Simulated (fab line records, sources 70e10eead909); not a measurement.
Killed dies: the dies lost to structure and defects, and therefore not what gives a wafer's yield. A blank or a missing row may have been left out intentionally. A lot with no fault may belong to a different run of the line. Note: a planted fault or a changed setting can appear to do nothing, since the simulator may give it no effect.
Chamber matching + flow nand-harc + 4 sister chambers for NHARC_A_BLC_CMP_25 on cmp-04
The step polishes, t overpolish 30 s, target thk 150 nm. 7 wafers are shown with their chamber, then 8 later ones without.

## WAFERS PAIRED WITH THEIR CHAMBERS
| wafer  | chamber | overpolish-run-s (s) | motor-current-A (A) |
|--------|---------|----------------------|---------------------|
| L076.3 | 1       | 29.993               | 13.4                |
| L087.3 | 2       | 30.030               | 13.8                |
| L087.6 | 3       | 29.990               | 12.3                |
| L089.3 | 1       | 29.989               | 13.1                |
| L089.5 | 3       | 29.996               | 12.0                |
| L089.6 | 0       | 30.004               | 11.5                |
| L092.3 | 0       | 30.016               | 11.2                |

## WAFERS WHOSE CHAMBER IS MISSING
| wafer  | overpolish-run-s (s) | motor-current-A (A) |
|--------|----------------------|---------------------|
| L092.4 | 30.004               | 13.0                |
| L092.5 | 30.008               | 14.3                |
| L095.3 | 29.988               | 13.5                |
| L095.5 | 30.003               | 12.8                |
| L095.6 | 29.996               | 11.9                |
| L097.2 | 30.018               | 12.2                |
| L097.3 | 30.005               | 12.7                |
| L097.4 | 29.984               | 11.5                |

## EACH ONE'S CHAMBER
| wafer  | from the rows above     | in truth                   |
|--------|-------------------------|----------------------------|
| L092.4 | can't be placed: 1 or 3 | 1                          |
| L092.5 | can't be placed: 2 or 1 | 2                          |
| L095.3 | 1                       | 1                          |
| L095.5 | can't be placed: 1 or 3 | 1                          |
| L095.6 | 3                       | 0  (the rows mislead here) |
| L097.2 | can't be placed: 0 or 3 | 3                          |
| L097.3 | can't be placed: 3 or 1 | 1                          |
| L097.4 | can't be placed: 3 or 0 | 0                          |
Placed correctly: 1 of 8. From these rows, 6 cannot be placed; in 6 the true chamber is one of the candidates. 1 placed wrongly.
How it was worked out, from the rows above alone: a wafer's distance from a chamber is the root of the sum, over the readings, of the square of ((its reading less the chamber's mean) divided by the reading's scatter). The wafer belongs to the nearest chamber; if the next one is less than 2 further off, it can't be placed. For every chamber, the mean is computed from those of its wafers that are shown. The scatter: the root of (the sum of the squares of (reading less its chamber's mean) over the shown wafers, divided by (wafers less chambers)).
